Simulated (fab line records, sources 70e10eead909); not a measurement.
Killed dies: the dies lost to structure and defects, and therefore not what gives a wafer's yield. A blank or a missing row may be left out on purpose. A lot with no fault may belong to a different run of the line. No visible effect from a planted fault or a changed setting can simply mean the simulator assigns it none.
Matching of chambers + flow nandHarc + NHARC_A_WL_FILL_ALD_19 on aldMetal-03 has 4 sister chambers
The step deposits TiN, target thk 2 nm, pulse time 3 s, ald cycles 100. 4 wafers are shown with their chamber, then 7 later ones without.

WAFERS PAIRED WITH THEIR CHAMBERS
| wafer  | chamber | heaterPowerW (W) |
|--------|---------|------------------|
| L256.2 | 0       | 1223             |
| L263.2 | 2       | 1039             |
| L264.2 | 1       | 948              |
| L264.3 | 3       | 831              |

WAFERS WITH NO CHAMBER GIVEN
| wafer  | heaterPowerW (W) |
|--------|------------------|
| L264.5 | 1035             |
| L267.2 | 1017             |
| L267.3 | 815              |
| L267.6 | 852              |
| L274.2 | 1040             |
| L274.3 | 979              |
| L274.4 | 813              |

CHAMBER TAKEN BY EACH
| wafer  | from the rows above     | in truth |
|--------|-------------------------|----------|
| L264.5 | 2                       | 2        |
| L267.2 | 2                       | 2        |
| L267.3 | 3                       | 3        |
| L267.6 | 3                       | 3        |
| L274.2 | 2                       | 2        |
| L274.3 | can't be placed: 1 or 2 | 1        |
| L274.4 | 3                       | 3        |
6 of 7 placed correctly. From these rows, 1 cannot be placed; in 1 the true chamber is one of the candidates. Placed wrongly: 0.
How it was worked out, from the rows above alone: a wafer's distance from a chamber is the root of the sum, over the readings, of the square of ((its reading less the chamber's mean) divided by the reading's scatter). The wafer belongs to the nearest chamber; if the next one is less than 2 further off, it can't be placed. The mean given for a chamber averages the wafers shown for that chamber. The scatter: root of mean squared gap, hidden wafer to nearest shown wafer, with one shown wafer a chamber.
